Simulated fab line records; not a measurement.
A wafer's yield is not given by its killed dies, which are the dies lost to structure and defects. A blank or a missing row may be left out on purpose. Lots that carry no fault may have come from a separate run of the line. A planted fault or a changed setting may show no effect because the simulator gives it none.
Which tool did it? + flow nand_harc + Sampling: 11 lots, 33 wafers, 5 of 1302 route steps

== WHAT THE GAUGES SHOWED, per wafer ==
Not one reading of a measure or inspect step in the record can be checked against a usual standard deviation.

== EACH LOT AND THE TOOL THAT RAN IT (in order: tool; ch and the chambers of the sampled wafers; start) ==
| lot  | NHARC_A_CHANNEL_HOLE_D2_ETCH_19  | NHARC_A_CHANNEL_HOLE_D2_ETCH_24  | NHARC_A_CHANNEL_HOLE_D2_ETCH_26  | NHARC_A_CHANNEL_HOLE_D2_XSEM_32 | NHARC_A_CHANNEL_FILL_D2_ALD_15  |
|------|----------------------------------|----------------------------------|----------------------------------|---------------------------------|---------------------------------|
| L665 | har_etch-01 ch 0,1, day 13 04:08 | har_etch-01 ch 0,1, day 13 06:17 | har_etch-01 ch 0,1, day 13 07:56 | xsem-01 ch 0, day 13 09:46      | ald_sin_batch-03 ch 0, no start |
| L668 | har_etch-01 ch 0,1, day 14 12:47 | har_etch-01 ch 0,1, day 14 15:09 | har_etch-01 ch 0,1, day 14 16:35 | xsem-02 ch 0, day 14 18:22      | ald_sin_batch-03 ch 0, no start |
| L671 | har_etch-02 ch 1, day 15 12:58   | har_etch-02 ch 1, day 15 15:12   | har_etch-02 ch 1, day 15 16:44   | xsem-01 ch 0, day 15 18:31      | ald_sin_batch-02 ch 0, no start |
| L675 | har_etch-02 ch 0,1, day 17 18:11 | har_etch-02 ch 0,1, day 17 20:32 | har_etch-02 ch 0,1, day 17 21:59 | xsem-01 ch 0, day 17 23:56      | ald_sin_batch-01 ch 0, no start |
| L676 | har_etch-01 ch 0,1, day 18 01:44 | har_etch-01 ch 0,1, day 18 04:04 | har_etch-01 ch 0,1, day 18 05:31 | xsem-02 ch 0, day 18 07:28      | ald_sin_batch-02 ch 0, no start |
| L677 | har_etch-02 ch 0,1, day 18 02:43 | har_etch-02 ch 0,1, day 18 04:50 | har_etch-02 ch 0,1, day 18 06:28 | xsem-01 ch 0, day 18 08:19      | ald_sin_batch-02 ch 0, no start |
| L678 | har_etch-02 ch 0,1, day 18 08:55 | har_etch-02 ch 0,1, day 18 11:22 | har_etch-02 ch 0,1, day 18 12:44 | xsem-01 ch 0, day 18 14:29      | ald_sin_batch-03 ch 0, no start |
| L682 | har_etch-01 ch 0,1, day 20 16:16 | har_etch-01 ch 0,1, day 20 18:37 | har_etch-01 ch 0,1, day 20 20:03 | xsem-01 ch 0, day 20 21:49      | ald_sin_batch-02 ch 0, no start |
| L687 | har_etch-01 ch 0,1, day 22 04:56 | har_etch-01 ch 0,1, day 22 07:05 | har_etch-01 ch 0,1, day 22 08:43 | xsem-02 ch 0, day 22 10:34      | ald_sin_batch-03 ch 0, no start |
| L686 | har_etch-02 ch 0,1, day 22 07:36 | har_etch-02 ch 0,1, day 22 09:43 | har_etch-02 ch 0,1, day 22 11:22 | xsem-01 ch 0, day 22 13:11      | ald_sin_batch-03 ch 0, no start |
| L688 | har_etch-02 ch 0,1, day 22 15:43 | har_etch-02 ch 0,1, day 22 17:58 | har_etch-02 ch 0,1, day 22 19:31 | xsem-01 ch 0, day 22 21:19      | ald_sin_batch-01 ch 0, no start |
- NHARC_A_CHANNEL_HOLE_D2_ETCH_19: etches the open film in C4F8/O2/Ar, time 34.5 s.
- NHARC_A_CHANNEL_HOLE_D2_ETCH_24: etches the open film in C4F8/O2/Ar, time 906.2 s, target depth 1500 nm.
- NHARC_A_CHANNEL_HOLE_D2_ETCH_26: etches the open film in C4F8/O2/Ar, time 224.1 s, target depth 300 nm.
- NHARC_A_CHANNEL_HOLE_D2_XSEM_32
- NHARC_A_CHANNEL_FILL_D2_ALD_15: deposits SiNx, target thk 2 nm, pulse time 60 s, ald cycles 19.

== WHAT THE TOOLS THEMSELVES READ (means of the sampled wafers that have a number; where no wafer has one, the mark that the record gives instead) ==
NHARC_A_CHANNEL_HOLE_D2_ETCH_19. Usual: drypump_motor_current_A 5.6 A, standard deviation 0.35; showerhead_plenum_p_Torr 3.73 Torr, standard deviation 0.13; throttle_valve_pct 37.038 %, standard deviation 0.0085.
| lot  | tool        | drypump_motor_current_A (A) | showerhead_plenum_p_Torr (Torr) | throttle_valve_pct (%) | flag |
|------|-------------|-----------------------------|---------------------------------|------------------------|------|
| L665 | har_etch-01 | 5.3                         | 3.73                            | 37.038                 |      |
| L668 | har_etch-01 | 5.3                         | 3.72                            | 37.037                 |      |
| L671 | har_etch-02 | 6.1                         | 3.48                            | 37.047                 |      |
| L675 | har_etch-02 | 5.8                         | 3.78                            | 37.040                 |      |
| L676 | har_etch-01 | 5.2                         | 3.69                            | 37.044                 |      |
| L677 | har_etch-02 | 5.8                         | 3.78                            | 37.030                 |      |
| L678 | har_etch-02 | 5.9                         | 3.88                            | 37.036                 |      |
| L682 | har_etch-01 | 5.3                         | 3.67                            | 37.036                 |      |
| L687 | har_etch-01 | 5.3                         | 3.66                            | 37.038                 |      |
| L686 | har_etch-02 | 5.9                         | 3.85                            | 37.034                 |      |
| L688 | har_etch-02 | 5.8                         | 3.75                            | 37.036                 |      |

NHARC_A_CHANNEL_HOLE_D2_ETCH_24. Usual: drypump_motor_current_A 5.6 A, standard deviation 0.35; showerhead_plenum_p_Torr 3.68 Torr, standard deviation 0.12; throttle_valve_pct 32.236 %, standard deviation 0.009.
| lot  | tool        | drypump_motor_current_A (A) | showerhead_plenum_p_Torr (Torr) | throttle_valve_pct (%) | flag |
|------|-------------|-----------------------------|---------------------------------|------------------------|------|
| L665 | har_etch-01 | 5.3                         | 3.68                            | 32.226                 |      |
| L668 | har_etch-01 | 5.3                         | 3.67                            | 32.224                 |      |
| L671 | har_etch-02 | 6.1                         | 3.44                            | 32.232                 |      |
| L675 | har_etch-02 | 5.8                         | 3.73                            | 32.237                 |      |
| L676 | har_etch-01 | 5.3                         | 3.64                            | 32.234                 |      |
| L677 | har_etch-02 | 5.8                         | 3.73                            | 32.237                 |      |
| L678 | har_etch-02 | 5.9                         | 3.82                            | 32.236                 |      |
| L682 | har_etch-01 | 5.4                         | 3.62                            | 32.239                 |      |
| L687 | har_etch-01 | 5.3                         | 3.61                            | 32.241                 |      |
| L686 | har_etch-02 | 6.0                         | 3.79                            | 32.227                 |      |
| L688 | har_etch-02 | 5.8                         | 3.70                            | 32.237                 |      |

NHARC_A_CHANNEL_HOLE_D2_ETCH_26. Usual: drypump_motor_current_A 5.6 A, standard deviation 0.35; showerhead_plenum_p_Torr 3.73 Torr, standard deviation 0.13; throttle_valve_pct 24.585 %, standard deviation 0.0094.
| lot  | tool        | drypump_motor_current_A (A) | showerhead_plenum_p_Torr (Torr) | throttle_valve_pct (%) | flag |
|------|-------------|-----------------------------|---------------------------------|------------------------|------|
| L665 | har_etch-01 | 5.3                         | 3.73                            | 24.593                 |      |
| L668 | har_etch-01 | 5.3                         | 3.72                            | 24.582                 |      |
| L671 | har_etch-02 | 6.1                         | 3.47                            | 24.592                 |      |
| L675 | har_etch-02 | 5.8                         | 3.79                            | 24.588                 |      |
| L676 | har_etch-01 | 5.2                         | 3.69                            | 24.577                 |      |
| L677 | har_etch-02 | 5.8                         | 3.78                            | 24.583                 |      |
| L678 | har_etch-02 | 6.0                         | 3.88                            | 24.591                 |      |
| L682 | har_etch-01 | 5.3                         | 3.67                            | 24.580                 |      |
| L687 | har_etch-01 | 5.3                         | 3.66                            | 24.578                 |      |
| L686 | har_etch-02 | 6.0                         | 3.85                            | 24.571                 |      |
| L688 | har_etch-02 | 5.8                         | 3.75                            | 24.587                 |      |

NHARC_A_CHANNEL_HOLE_D2_XSEM_32. Usual: bot_cd_nm 74.8 nm, standard deviation 1.2; bow_nm 8.61 nm, standard deviation 0.26; tilt_deg 0.07 degrees, standard deviation 0.041.
| lot  | tool    | bot_cd_nm (nm) | bow_nm (nm) | tilt_deg (degrees) | flag |
|------|---------|----------------|-------------|--------------------|------|
| L665 | xsem-01 | 75.7           | 8.72        | -0.01              |      |
| L668 | xsem-02 | 75.0           | 8.88        | 0.05               |      |
| L671 | xsem-01 | 73.9           | 8.71        | 0.06               |      |
| L675 | xsem-01 | 74.9           | 8.78        | 0.10               |      |
| L676 | xsem-02 | 75.5           | 8.58        | 0.10               |      |
| L677 | xsem-01 | 74.8           | 9.42        | 0.08               | OFF  |
| L678 | xsem-01 | 75.4           | 9.74        | 0.08               | OFF  |
| L682 | xsem-01 | 75.6           | 8.48        | 0.11               |      |
| L687 | xsem-02 | 74.2           | 8.74        | 0.01               |      |
| L686 | xsem-01 | 75.5           | 8.69        | 0.10               |      |
| L688 | xsem-01 | 73.9           | 8.55        | 0.05               |      |

NHARC_A_CHANNEL_FILL_D2_ALD_15. Usual: precursor_pulse_height_rel 0.999, standard deviation 0.018; susceptor_temp_C 630.0 C, standard deviation 0.32.
| lot  | tool             | precursor_pulse_height_rel | susceptor_temp_C (C) | flag |
|------|------------------|----------------------------|----------------------|------|
| L665 | ald_sin_batch-03 | 0.997                      | 630.0                |      |
| L668 | ald_sin_batch-03 | 1.004                      | -                    | OFF  |
| L671 | ald_sin_batch-02 | 0.993                      | 630.1                |      |
| L675 | ald_sin_batch-01 | 0.991                      | 630.1                |      |
| L676 | ald_sin_batch-02 | 1.005                      | -                    | OFF  |
| L677 | ald_sin_batch-02 | 0.973                      | -                    | OFF  |
| L678 | ald_sin_batch-03 | 1.008                      | 630.3                |      |
| L682 | ald_sin_batch-02 | 1.012                      | 630.4                |      |
| L687 | ald_sin_batch-03 | 1.029                      | 630.0                |      |
| L686 | ald_sin_batch-03 | 1.003                      | 630.0                |      |
| L688 | ald_sin_batch-01 | 1.006                      | 630.1                |      |

== THE ANSWER, worked out from the rows above alone ==
Rule: a lot counts as off when the mean over its wafers that have a number is more than 3 standard deviations away from the usual mean. Also off: a lot with no number at a reading for which 4 or more lots have one. Where the step has rows for the other lots, those lots are counted as sound. After the gauges, taken in route order, come the tools' own readings; for these a lot's mean is taken, as printed above. At the first step where some lot is off, the reading lying furthest off is the one used; lots without a number count as furthest.
Off, at NHARC_A_CHANNEL_HOLE_D2_XSEM_32 on bow_nm: L677, L678.
If a tool, at that step or one of the process steps before it, ran each lot that is off and ran no sound lot following the first of them, it fits. No candidate that was tried fits.

== WHAT HAD BEEN PUT IN BY THE SIMULATOR ==
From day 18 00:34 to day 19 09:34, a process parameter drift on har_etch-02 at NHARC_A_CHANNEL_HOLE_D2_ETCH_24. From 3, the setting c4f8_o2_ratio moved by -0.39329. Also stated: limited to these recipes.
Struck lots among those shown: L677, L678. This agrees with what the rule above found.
